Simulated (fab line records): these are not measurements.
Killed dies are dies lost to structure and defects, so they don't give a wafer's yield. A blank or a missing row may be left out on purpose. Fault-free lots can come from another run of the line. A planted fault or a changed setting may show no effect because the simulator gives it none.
Chamber matching -- flow nand-harc -- NHARC_A_STAIRCASE_ETCH_271 on rie-diel-06 has 4 sister chambers
The step etches the open film in CF4/CHF3. 18 wafers are shown with their chamber, then 9 later ones without.

## EACH WAFER AND ITS CHAMBER
wafer,chamber,showerhead-plenum-p-Torr (Torr),drypump-motor-current-A (A),rf-vpp-V (V)
L074.4,3,1.49,5.6,367.0
L074.5,2,1.66,6.1,372.8
L074.6,1,1.51,6.3,368.6
L076.2,0,1.49,5.2,368.8
L076.4,2,1.66,6.2,372.8
L076.5,0,1.49,5.3,367.9
L078.1,0,1.49,5.2,367.8
L078.3,3,1.49,5.6,368.6
L078.4,1,1.51,6.3,370.5
L079.1,0,1.49,5.2,368.0
L079.2,1,1.51,6.3,367.1
L079.4,3,1.49,5.7,368.5
L084.2,1,1.50,6.3,366.9
L084.5,1,1.50,6.3,368.6
L084.6,2,1.66,6.2,371.1
L086.3,1,1.50,6.3,369.0
L086.4,3,1.48,5.6,366.9
L086.6,0,1.49,5.2,367.2

SIGNATURES (means of the wafers above)
reading,chamber 0,chamber 1,chamber 2,chamber 3,scatter within a chamber
showerhead-plenum-p-Torr,1.4900,1.5050,1.6600,1.4875,0.00401
drypump-motor-current-A,5.220,6.300,6.167,5.625,0.0398
rf-vpp-V,367.940,368.450,372.233,367.750,1.02
Rule: a wafer's distance from a chamber is the root of the sum, over the readings, of the square of ((its reading less the chamber's mean) divided by the reading's scatter). The wafer belongs to the nearest chamber; if the next one is less than 2 further off, it can't be placed. The scatter: take each reading less its chamber's mean, square it, sum over the shown wafers, divide by the number of wafers less the number of chambers, and take the root.

## WAFERS MISSING THEIR CHAMBER
wafer,showerhead-plenum-p-Torr (Torr),drypump-motor-current-A (A),rf-vpp-V (V)
L087.2,1.48,5.3,368.4
L087.5,1.48,5.3,368.0
L087.6,1.48,5.7,366.8
L091.3,1.65,6.1,373.4
L091.4,1.65,6.1,372.4
L091.6,1.50,6.3,368.3
L095.2,1.49,6.3,368.9
L095.4,1.48,5.2,366.6
L095.6,1.49,6.2,367.8

## CHAMBER TAKEN BY EACH
wafer,from the rows above,in truth
L087.2,0,0
L087.5,0,0
L087.6,3,3
L091.3,2,2
L091.4,2,2
L091.6,1,1
L095.2,1,1
L095.4,0,0
L095.6,1,1
Placed correctly: 9 of 9. Left unplaced by these rows: 0. 0 placed wrongly.
